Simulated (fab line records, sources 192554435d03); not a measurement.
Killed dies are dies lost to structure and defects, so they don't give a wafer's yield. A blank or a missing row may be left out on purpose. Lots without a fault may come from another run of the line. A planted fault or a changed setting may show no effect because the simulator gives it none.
fab line records | flow n5_finfet
record lots=12 wafers=34 last_day=17
route steps=1938 shown BEOL_M7@1321 BEOL_M8@1332 PASSIVATION@1936
lots that met no fault: from a run of the same line without faults
start_h: hours from the record's first day to the start of the lot's first wafer shown | wait_h: hours since the lot's step before | " the same as in the row above | L1.1+2: a row that stands for several wafers | - no value, or no start given | * or withheld: withheld | < > ~ a bound
route shown NAME@n: a module of which the file shows steps, and the number in the route of the first | usual: mean/standard deviation of fault-free wafers | same: alike in all rows | chamber/n: place in a boat | sites: the reading at each site | _std_site: their standard deviation | _edge_site: outer sites' mean less inner sites' | radius_mm: how far each site lies from the wafer's centre | mask NAME#n: copy n | behind: the tool/chamber that last shaped the wafer | hold: why the lot was held/for how many hours/how that ended | device: the transistor (n, p or np) that didn't switch | end of line: the same wafers' tests at the end of the route | a step without rows: its recipe alone | killed: dies lost to structure and defects at the first sort, not the wafer's yield | map: a wafer's dies, x killed, . not, _ none there
set.NAME: the setting as run; set.NAME@STEP: as run at that earlier step | model.NAME: the simulator's own value behind a step, which no gauge read
steps of the route over a sample of lots; a table a step, a row a wafer
services: from which hour (start_h, from the record's first day; less than 0 if before it) a tool's chamber was out of use, for how many hours, and why
## steps
# step N5_BEOL_M7_SURFACE_TREAT_79
# recipe gas=Ar time_s=* ion_energy_ev=* ion_current_ma_cm2=0.5 pressure_mtorr=* ar_flow_sccm=30
# usual throttle_valve_pct=*
# columns lot.wafer tool chamber start_h wait_h throttle_valve_pct
L166.3 pvd_sputter-03 - 213.92 0.2 *
L166.4 " - " " *
L166.6 " - " " *
L167.2 pvd_sputter-02 - 233.69 0.2 *
L167.3 " - " " *
L167.5 " - " " *
L170.1 pvd_sputter-02 - 238.89 0.3 *
L170.2 " - " " *
L170.5 " - " " *
L171.2 pvd_sputter-02 - 243.92 0.2 *
L171.3 " - " " *
L171.5 " - " " *
L172.2 pvd_sputter-02 - 243.96 0.2 *
L172.5 " - " " *
L172.6 " - " " *
L174.4 pvd_sputter-01 - 261.83 0.2 *
L174.5 " - " " *
L173.1 pvd_sputter-01 - 261.87 0.2 *
L173.2 " - " " *
L173.3 " - " " *
L176.4 pvd_sputter-02 - 262.73 0.3 *
L176.6 " - " " *
L180.3 pvd_sputter-03 - 310.28 0.5 *
L180.4 " - " " *
L180.5 " - " " *
L183.1 pvd_sputter-03 - 310.32 0.5 *
L183.4 " - " " *
L183.6 " - " " *
L182.2 pvd_sputter-03 - 310.76 0.2 *
L182.4 " - " " *
L182.5 " - " " *
L186.1 pvd_sputter-01 - 335.46 0.3 *
L186.3 " - " " *
L186.5 " - " " *
# step N5_BEOL_M7_ANNEAL_51
# recipe temp_c=225 time_s=90 ambient=N2
# usual wafer_temp_C_max=226.2/0.33
# columns lot.wafer tool chamber start_h wait_h wafer_temp_C_max
L166.3 rtp_anneal-02 0 214.84 0.6 226.1
L166.4 " 0 " " 226.5
L166.6 " 0 " " 225.8
L167.2 rtp_anneal-02 0 234.22 0.1 226.2
L167.3 " 0 " " 225.9
L167.5 " 0 " " 226.2
L170.1 rtp_anneal-01 0 240.65 0.1 226.7
L170.2 " 0 " " 226.9
L170.5 " 0 " " 226.3
L171.2 rtp_anneal-01 0 244.59 0.3 226.5
L171.3 " 0 " " 225.9
L171.5 " 0 " " 226.2
L172.2 rtp_anneal-02 0 244.72 0.4 226.0
L172.5 " 0 " " 226.0
L172.6 " 0 " " 226.7
L173.1 rtp_anneal-02 0 262.37 0.1 225.9
L173.2 " 0 " " 225.9
L173.3 " 0 " " 225.9
L174.4 rtp_anneal-01 0 262.47 0.2 225.8
L174.5 " 0 " " 226.6
L176.4 rtp_anneal-02 0 264.82 0.4 226.4
L176.6 " 0 " " 226.3
L183.1 rtp_anneal-02 0 311.00 0.2 226.3
L183.4 " 0 " " 226.1
L183.6 " 0 " " 225.7
L180.3 rtp_anneal-01 0 311.02 0.3 226.5
L180.4 " 0 " " 226.7
L180.5 " 0 " " 226.7
L182.2 rtp_anneal-01 0 311.25 0.1 226.2
L182.4 " 0 " " 226.5
L182.5 " 0 " " 226.4
L186.1 rtp_anneal-01 0 336.58 0.4 226.2
L186.3 " 0 " " 226.3
L186.5 " 0 " " 226.2
# step N5_BEOL_M7_RS_MEAS_57
# recipe thk_meas_gauge=four-point-probe reads=Cu_of_BEOL_M7_ECD_50+Co_of_BEOL_M7_CVD_78+TaN_of_BEOL_M7_ALD_77
# usual M7_RS=0.286/0.0098
# columns lot.wafer tool chamber start_h wait_h M7_RS[ohm/sq]
L166.3 film_metro-02 - 215.48 0.1 0.274
L166.4 " - " " 0.306
L166.6 " - " " 0.306
L167.2 film_metro-02 - 234.90 0.1 0.290
L167.3 " - " " 0.293
L167.5 " - " " 0.293
L170.1 film_metro-01 - 241.39 0.1 0.296
L170.2 " - " " 0.292
L170.5 " - " " 0.302
L171.2 film_metro-01 - 245.27 0.1 0.292
L171.3 " - " " 0.278
L171.5 " - " " 0.283
L172.2 film_metro-01 - 245.43 0.1 0.266
L172.5 " - " " 0.290
L172.6 " - " " 0.265
L173.1 film_metro-01 - 263.09 0.1 0.287
L173.2 " - " " 0.265
L173.3 " - " " 0.297
L174.4 film_metro-02 - 263.10 0.1 0.285
L174.5 " - " " 0.282
L176.4 film_metro-02 - 265.41 0.0 0.275
L176.6 " - " " 0.294
L180.3 film_metro-02 - 311.67 0.1 0.288
L180.4 " - " " 0.292
L180.5 " - " " 0.288
L183.1 film_metro-02 - 311.73 0.1 0.288
L183.4 " - " " 0.298
L183.6 " - " " 0.294
L182.2 film_metro-01 - 311.96 0.1 0.298
L182.4 " - " " 0.294
L182.5 " - " " 0.290
L186.1 film_metro-02 - 337.30 0.1 0.269
L186.3 " - " " 0.285
L186.5 " - " " 0.281
# step N5_BEOL_M8_ILD_DEP_00
# recipe material=SiCOH_lowk target_thk_a=1797.5 temp_c=300 precursor=DEMS/porogen pressure_torr=5 rf_w=500 time_s=33.4
# usual heater_power_w=292/56 rf_fwd_power_W=494.7/1.8 showerhead_plenum_p_Torr=5.741/0.017 susceptor_temp_C=300.02/0.19 throttle_valve_pct=13.7/1
# columns lot.wafer tool chamber start_h wait_h heater_power_w rf_fwd_power_W showerhead_plenum_p_Torr susceptor_temp_C throttle_valve_pct
L166.3 pecvd-01 1 215.54 0.0 230 497.3 5.718 299.81 13.2
L166.4 " 0 " " 286 490.5 5.740 299.90 13.6
L166.6 " 1 " " 236 498.0 5.726 300.02 13.4
L167.2 pecvd-04 2 234.96 0.0 291 493.2 5.730 299.97 12.6
L167.3 " 0 " " 301 496.0 5.727 299.96 14.7
L167.5 " 2 " " 220 496.4 5.729 300.03 13.0
L170.1 pecvd-01 2 241.45 0.0 226 495.5 5.769 299.82 12.1
L170.2 " 1 " " 257 497.3 5.711 299.89 13.3
L170.5 " 2 " " 225 494.2 5.758 299.96 12.3
L171.2 pecvd-03 0 245.33 0.0 349 495.7 5.755 299.76 13.6
L171.3 " 2 " " 198 495.2 5.733 300.45 12.3
L171.5 " 1 " " 326 493.0 5.758 299.98 14.5
L172.2 pecvd-04 1 245.49 0.0 343 497.2 5.741 300.08 16.0
L172.5 " 0 " " 295 494.1 5.734 299.77 14.5
L172.6 " 1 " " 344 496.5 5.739 300.19 15.9
L173.1 pecvd-03 1 263.15 0.0 331 493.5 5.766 299.98 14.5
L173.2 " 0 " " 361 496.7 5.754 299.97 13.7
L173.3 " 2 " " 208 494.0 5.731 299.91 12.7
L174.4 pecvd-01 2 263.18 0.1 232 497.1 5.761 300.13 12.2
L174.5 " 2 " " 235 496.8 5.753 300.50 12.2
L176.4 pecvd-04 2 265.49 0.1 268 492.4 5.744 299.73 12.3
L176.6 " 0 " " 274 493.6 5.742 300.05 14.8
L180.3 pecvd-03 2 311.73 0.0 197 496.1 5.706 299.91 12.7
L180.4 " 0 " " 375 495.6 5.736 303.86 13.5
L180.5 " 2 " " 203 495.0 5.701 299.91 12.7
L183.1 pecvd-03 0 311.80 0.0 342 495.3 5.765 303.80 13.6
L183.4 " 2 " " 211 494.6 5.723 300.36 12.6
L183.6 " 1 " " 387 493.6 5.768 300.21 14.4
L182.2 pecvd-04 1 312.02 0.0 325 493.9 5.747 299.69 15.7
L182.4 " 1 " " 340 493.6 5.744 299.84 15.7
L182.5 " 2 " " 253 492.9 5.727 300.20 12.8
L186.1 pecvd-04 1 337.37 0.0 316 496.8 5.731 300.17 16.0
L186.3 " 0 " " 301 491.4 5.724 299.99 14.6
L186.5 " 1 " " 316 495.7 5.733 299.88 15.7
# step N5_PASSIVATION_PROBE_49
# usual defect_limited_yield=91.6/1.4 killed_at_M0_to_M3=32/9.5 killed_at_M4_up=13/6 killed_at_contacts=12/5.6 killed_at_front_end=39/11 killed_at_other=2.8/2.3 killed_dies=99/16 killed_on_rim=12/3.4 killed_open=65/12 killed_short=32/7.6 sort_bin_4_leakage=0.1/0.88 sort_bin_5_function=4.8/0.88 sort_bin_6_memory=3.2/0.65 sort_n_pass=1077/29 sort_yield_pct=91.2/2.5
# same gross_dies=1180 killed_at_back_side=0 sort_bin_8_speed[%]=0
# columns lot.wafer tool chamber start_h wait_h defect_limited_yield[%] killed_at_M0_to_M3 killed_at_M4_up killed_at_contacts killed_at_front_end killed_at_other killed_dies killed_on_rim killed_open killed_short sort_bin_4_leakage[%] sort_bin_5_function[%] sort_bin_6_memory[%] sort_n_pass sort_yield_pct[%]
L176.4 prober-02 - 337.42 0.2 91.9 32 12 8 41 3 96 12 66 30 0 4.2 3.6 1084 91.9
L176.6 prober-02 - 337.52 0.3 90.3 37 9 6 59 4 115 13 67 40 0 4.5 4.2 1065 90.3
L183.1 prober-02 - 395.51 0.0 90.8 42 19 14 33 1 109 11 66 31 0.2 5.1 3.1 1069 90.6
L183.4 prober-02 - 395.66 0.2 92.1 33 7 14 39 0 93 14 54 36 0 5.0 2.4 1087 92.1
L183.6 prober-02 - 395.76 0.3 88.2 37 24 8 68 2 139 17 98 26 0 6.3 4.3 1041 88.2
L180.3 prober-02 - 398.63 0.1 93.2 36 12 5 27 0 80 12 51 29 10.3 4.2 2.2 978 82.9
L180.4 prober-02 - 398.68 0.2 90.1 57 5 19 36 0 117 18 68 42 0 5.3 3.8 1063 90.1
L180.5 prober-02 - 398.73 0.2 91.2 31 16 19 37 1 104 11 66 29 0 4.7 3.3 1076 91.2
# killed by level:class
L176.4 STI_FIN_REVEAL:geometric_particle:open=10 BEOL_M4:geometric_particle:open=10 BEOL_M0_SAQP:geometric_particle:open=8 FIN_SAQP:geometric_particle:short=7 MOL_CONTACT_COAG:geometric_particle:open=7 FIN_SAQP:geometric_particle:open=6 GATE_CUT:geometric_particle:short=6 BEOL_M0_SAQP:geometric_particle:short=6
L176.6 STI_FIN_REVEAL:geometric_particle:open=10 GATE_CUT:geometric_particle:open=10 BEOL_M0_SAQP:geometric_particle:short=10 BEOL_M0_SAQP:geometric_particle:open=9 GATE_CUT:geometric_particle:short=8 BEOL_M2:geometric_particle:open=8 FIN_SAQP:geometric_particle:short=7 HKMG_FIN:area_etch=7
L183.1 MOL_CONTACT_COAG:geometric_particle:open=11 BEOL_M0_SAQP:geometric_particle:open=9 HKMG_FIN:area_etch=9 BEOL_M0_SAQP:geometric_particle:short=8 BEOL_M2:geometric_particle:open=8 BEOL_M1:geometric_particle:open=6 BEOL_M4:geometric_particle:open=6 DUMMY_GATE:geometric_particle:open=5
L183.4 BEOL_M0_SAQP:geometric_particle:open=13 MOL_CONTACT_COAG:geometric_particle:open=12 BEOL_M0_SAQP:geometric_particle:short=11 GATE_CUT:geometric_particle:short=10 DUMMY_GATE:geometric_particle:open=7 STARTING-WAFER:geometric_particle:short=5 BEOL_M1:geometric_particle:open=4 STARTING-WAFER:geometric_particle:open=4
L183.6 STI_FIN_REVEAL:geometric_particle:open=19 DUMMY_GATE:geometric_particle:open=15 BEOL_M4:geometric_particle:open=14 BEOL_M0_SAQP:geometric_particle:open=12 HKMG_FIN:area_etch=12 MOL_CONTACT_COAG:geometric_particle:open=8 BEOL_M1:geometric_particle:open=8 FIN_SAQP:geometric_particle:open=5
L180.3 BEOL_M0_SAQP:geometric_particle:open=12 FIN_SAQP:geometric_particle:short=8 BEOL_M0_SAQP:geometric_particle:short=7 MOL_CONTACT_COAG:geometric_particle:open=5 BEOL_M2:geometric_particle:open=5 BEOL_M8:geometric_particle:open=5 DUMMY_GATE:geometric_particle:open=3 GATE_CUT:geometric_particle:open=3
L180.4 BEOL_M1:geometric_particle:open=15 MOL_CONTACT_COAG:geometric_particle:open=14 BEOL_M0_SAQP:geometric_particle:short=11 BEOL_M2:geometric_particle:open=9 FIN_SAQP:geometric_particle:short=8 BEOL_M0_SAQP:geometric_particle:open=8 STI_FIN_REVEAL:geometric_particle:open=7 HKMG_FIN:area_etch=7
L180.5 MOL_CONTACT_COAG:geometric_particle:open=14 BEOL_M0_SAQP:geometric_particle:open=9 HKMG_FIN:area_etch=8 STI_FIN_REVEAL:geometric_particle:open=7 BEOL_M0_SAQP:geometric_particle:short=7 FIN_SAQP:geometric_particle:short=6 BEOL_M3:geometric_particle:open=6 MOL_CONTACT_COAG:geometric_particle:short=5
## services
# columns tool chamber start_h hours kind
pecvd-04 0 198.47 5.0 repair
pecvd-03 2 202.38 - clean
pecvd-03 2 202.38 - consumable_replace:showerhead
pecvd-03 2 202.38 29.0 scheduled_down
pecvd-03 2 202.38 29.0 vent_cycle
rtp_anneal-01 - 214.33 2.1 pm
pecvd-03 1 215.67 2.1 scheduled_down
pecvd-01 - 222.27 2.8 pm
pecvd-03 - 228.10 5.5 pm
pecvd-04 2 228.18 5.5 scheduled_down
pecvd-01 0 237.40 3.7 repair
pecvd-01 2 250.46 9.1 repair
pecvd-03 0 255.81 2.1 scheduled_down
pecvd-01 2 326.80 - calibration
pecvd-04 - 331.13 1.0 repair
## key
first_sign step=N5_BEOL_M8_ILD_DEP_00 reading=susceptor_temp_C direction=up sigmas=20 usual=* struck=*
effect none on later readings
met_at N5_BEOL_M8_ILD_DEP_00
struck_lots L180,L183
struck_wafers L180.4,L183.1
baseline_loss step=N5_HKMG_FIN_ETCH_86 wafers=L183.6
not_acting_at N5_BEOL_M7_SURFACE_TREAT_79,N5_BEOL_M7_ANNEAL_51,N5_BEOL_M7_RS_MEAS_57
onset_between 263.15 311.73
fault kind=process_parameter_drift tool=pecvd-03 chamber=0 onset_h=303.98 steps=N5_BEOL_M8_ILD_DEP_00 channel=temp_c offset=* shape=step end_h=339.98 acts_in=* stated=*
# baseline_loss: these wafers lose ten dies or more at that step, a loss of the line's own and not of a fault; the sort's usual values leave them out
